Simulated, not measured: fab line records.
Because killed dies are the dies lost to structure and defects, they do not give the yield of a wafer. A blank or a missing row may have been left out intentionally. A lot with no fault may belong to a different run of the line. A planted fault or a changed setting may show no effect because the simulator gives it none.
Code-filled problem report in 8D (eight disciplines) form | flow nand-harc | the parts of the form that need people (team, actions taken, sign-off) are left out

== 1. THE PROBLEM ==
At NHARC_END_SORT_01, killed-at-array averages 114 over 6 wafers from 2 lots, while fault-free wafers read 26, standard deviation 9.9. That is +8.9 standard deviations from the usual mean.
Seen first at day 22 23:43 on prober-01, wafer L991.1. The record holds 9 wafers of 3 lots with a number at this step. The rule behind "out" and "out of limits": a value lying over 4 standard deviations away from the usual mean. The rest of the wafers with a number are treated as sound.

== 2. WHAT IT IS, AND WHAT IT ISN'T ==
question                    | is                           | is not
which readings at this step | killed-at-array, killed-dies | killed-at-other, killed-at-periphery, killed-open, killed-short
which lots                  | L991, L993                   | L983
which wafers of those lots  | all that have a number       | -
read on which gauges        | prober-01, prober-02         | -
when                        | from day 22 23:43            | up to then (3 sound wafers)

== 3. WHAT RULES OUT EACH SUSPECT ==
Counting: a tool at any process step up to the reading remains a suspect when it ran all the lots that are out and ran no sound lot after the first of those.
- the gauge at NHARC_END_SORT_01 has been ruled out. 2 gauges (prober-01, prober-02) read the wafers that are out.
- har-cap-etch-03 at NHARC_A_CONTACT_ETCH_114 (etches the open film in C4F8/O2/Ar, time 94 s, target depth 922 nm): kept. It ran every lot that is out, first L991 (day 19 22:22), and no sound lot after that.
- pvd-sputter-03 at NHARC_A_BONDPAD_PVD_17 (deposits TaN, target thk 5 nm, time 8.06 s): kept. It ran every lot that is out, first L991 (day 21 16:18), and no sound lot after that. Because NHARC_A_BONDPAD_PVD_17 lacks a start for some lots, the hours and order of its lots are taken from NHARC_HYBRID_BOND_ACTIVATE_00.
- rie-diel-13 at NHARC_HYBRID_BOND_ACTIVATE_00 (chemistry N2, time 60 s): kept. It processed each lot that is out, first L991 at day 21 16:18, and no sound lot thereafter; up to then, the last sound lot it processed was L983 at day 20 09:31.
The count leaves har-cap-etch-03 at NHARC_A_CONTACT_ETCH_114, pvd-sputter-03 at NHARC_A_BONDPAD_PVD_17, and rie-diel-13 at NHARC_HYBRID_BOND_ACTIVATE_00.

== 4. THE CAUSE (what the simulator had put in) ==
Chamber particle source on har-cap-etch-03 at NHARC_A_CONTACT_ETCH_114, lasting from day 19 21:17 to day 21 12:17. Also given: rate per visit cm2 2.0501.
Of the 3 suspects that counting leaves, this tool is one.

== 5. SEQUENCE OF EFFECTS, ordered by route ==
Each row: a reading where the mean over the struck wafers with a number is more than 3 standard deviations away from the usual. Only readings whose record carries a usual standard deviation are examined. hours: median over the lots of the time between each lot's start at the first step of this table that gives one and its start at this step. sigmas: the change, counted in usual standard deviations.
hours | step              | reading         | usual | on struck wafers | change | sigmas
0     | NHARC_END_SORT_01 | killed-at-array | 26    | 114              | +88    | +8.9
0     | NHARC_END_SORT_01 | killed-dies     | 29    | 116              | +87    | +8.8

== 6. HOW IT WOULD HAVE BEEN CAUGHT EARLIER ==
In this record the first reading out of limits at a measuring or inspecting step was taken at day 22 23:43, 74 hours after the fault began at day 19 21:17.
The start of NHARC_A_CONTACT_ETCH_114 on har-cap-etch-03 came by day 22 23:43 for every one of the lots that are out (2). Had the tool been put on hold then, not one of them would have been saved.
